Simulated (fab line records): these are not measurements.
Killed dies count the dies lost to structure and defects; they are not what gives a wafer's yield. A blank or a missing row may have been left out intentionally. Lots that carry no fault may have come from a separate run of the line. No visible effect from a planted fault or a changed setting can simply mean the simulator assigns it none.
Chamber matching / flow n5-finfet / N5_PASSIVATION_DESCUM_32 on rie-diel-03: 4 sister chambers
The step chemistry O2, time 7.9 s. 14 wafers are shown with their chamber, then 7 later ones without.

== WAFERS WITH THEIR CHAMBER ==
wafer=L506.3; chamber=1; drypump-motor-current-A (A)=5.23; showerhead-plenum-p-Torr (Torr)=2.03; throttle-valve-pct (%)=20.55
wafer=L506.4; chamber=0; drypump-motor-current-A (A)=5.10; showerhead-plenum-p-Torr (Torr)=2.15; throttle-valve-pct (%)=19.97
wafer=L506.5; chamber=2; drypump-motor-current-A (A)=5.73; showerhead-plenum-p-Torr (Torr)=2.11; throttle-valve-pct (%)=20.20
wafer=L508.2; chamber=1; drypump-motor-current-A (A)=5.21; showerhead-plenum-p-Torr (Torr)=2.03; throttle-valve-pct (%)=20.55
wafer=L508.3; chamber=3; drypump-motor-current-A (A)=5.90; showerhead-plenum-p-Torr (Torr)=2.03; throttle-valve-pct (%)=20.12
wafer=L508.6; chamber=1; drypump-motor-current-A (A)=5.22; showerhead-plenum-p-Torr (Torr)=2.03; throttle-valve-pct (%)=20.56
wafer=L512.2; chamber=2; drypump-motor-current-A (A)=5.70; showerhead-plenum-p-Torr (Torr)=2.10; throttle-valve-pct (%)=20.21
wafer=L512.4; chamber=1; drypump-motor-current-A (A)=5.24; showerhead-plenum-p-Torr (Torr)=2.03; throttle-valve-pct (%)=20.57
wafer=L512.6; chamber=0; drypump-motor-current-A (A)=5.06; showerhead-plenum-p-Torr (Torr)=2.14; throttle-valve-pct (%)=20.01
wafer=L514.2; chamber=2; drypump-motor-current-A (A)=5.73; showerhead-plenum-p-Torr (Torr)=2.10; throttle-valve-pct (%)=20.25
wafer=L514.3; chamber=3; drypump-motor-current-A (A)=5.91; showerhead-plenum-p-Torr (Torr)=2.03; throttle-valve-pct (%)=20.15
wafer=L514.6; chamber=2; drypump-motor-current-A (A)=5.71; showerhead-plenum-p-Torr (Torr)=2.10; throttle-valve-pct (%)=20.24
wafer=L524.2; chamber=3; drypump-motor-current-A (A)=5.93; showerhead-plenum-p-Torr (Torr)=2.02; throttle-valve-pct (%)=20.20
wafer=L524.4; chamber=1; drypump-motor-current-A (A)=5.20; showerhead-plenum-p-Torr (Torr)=2.02; throttle-valve-pct (%)=20.61

SIGNATURES (means of the wafers above)
reading=drypump-motor-current-A; chamber 0=5.0800; chamber 1=5.2200; chamber 2=5.7175; chamber 3=5.9133; scatter within a chamber=0.0172
reading=showerhead-plenum-p-Torr; chamber 0=2.1450; chamber 1=2.0280; chamber 2=2.1025; chamber 3=2.0267; scatter within a chamber=0.00521
reading=throttle-valve-pct; chamber 0=19.9900; chamber 1=20.5680; chamber 2=20.2250; chamber 3=20.1567; scatter within a chamber=0.0287
Rule: distance of a wafer from a chamber = root of the sum over the readings of ((wafer's reading minus chamber's mean) / reading's scatter) squared. If the next closest chamber is less than 2 further off than the closest, the wafer can't be placed; otherwise it belongs to the closest. The scatter: the root of (the sum of the squares of (reading less its chamber's mean) over the shown wafers, divided by (wafers less chambers)).

== WAFERS WHOSE CHAMBER IS MISSING ==
wafer=L524.5; drypump-motor-current-A (A)=5.90; showerhead-plenum-p-Torr (Torr)=2.02; throttle-valve-pct (%)=20.18
wafer=L525.3; drypump-motor-current-A (A)=5.08; showerhead-plenum-p-Torr (Torr)=2.13; throttle-valve-pct (%)=20.04
wafer=L525.5; drypump-motor-current-A (A)=5.20; showerhead-plenum-p-Torr (Torr)=2.02; throttle-valve-pct (%)=20.60
wafer=L525.6; drypump-motor-current-A (A)=5.11; showerhead-plenum-p-Torr (Torr)=2.13; throttle-valve-pct (%)=20.05
wafer=L527.1; drypump-motor-current-A (A)=5.71; showerhead-plenum-p-Torr (Torr)=2.09; throttle-valve-pct (%)=20.27
wafer=L527.2; drypump-motor-current-A (A)=5.87; showerhead-plenum-p-Torr (Torr)=2.02; throttle-valve-pct (%)=20.20
wafer=L527.4; drypump-motor-current-A (A)=5.10; showerhead-plenum-p-Torr (Torr)=2.13; throttle-valve-pct (%)=20.06

== WHICH CHAMBER EACH WENT THROUGH ==
wafer=L524.5; from the rows above=3; in truth=3
wafer=L525.3; from the rows above=0; in truth=0
wafer=L525.5; from the rows above=1; in truth=1
wafer=L525.6; from the rows above=0; in truth=0
wafer=L527.1; from the rows above=2; in truth=2
wafer=L527.2; from the rows above=3; in truth=3
wafer=L527.4; from the rows above=0; in truth=0
7 of 7 placed correctly. Not placeable from these rows: 0. Placed wrongly: 0.
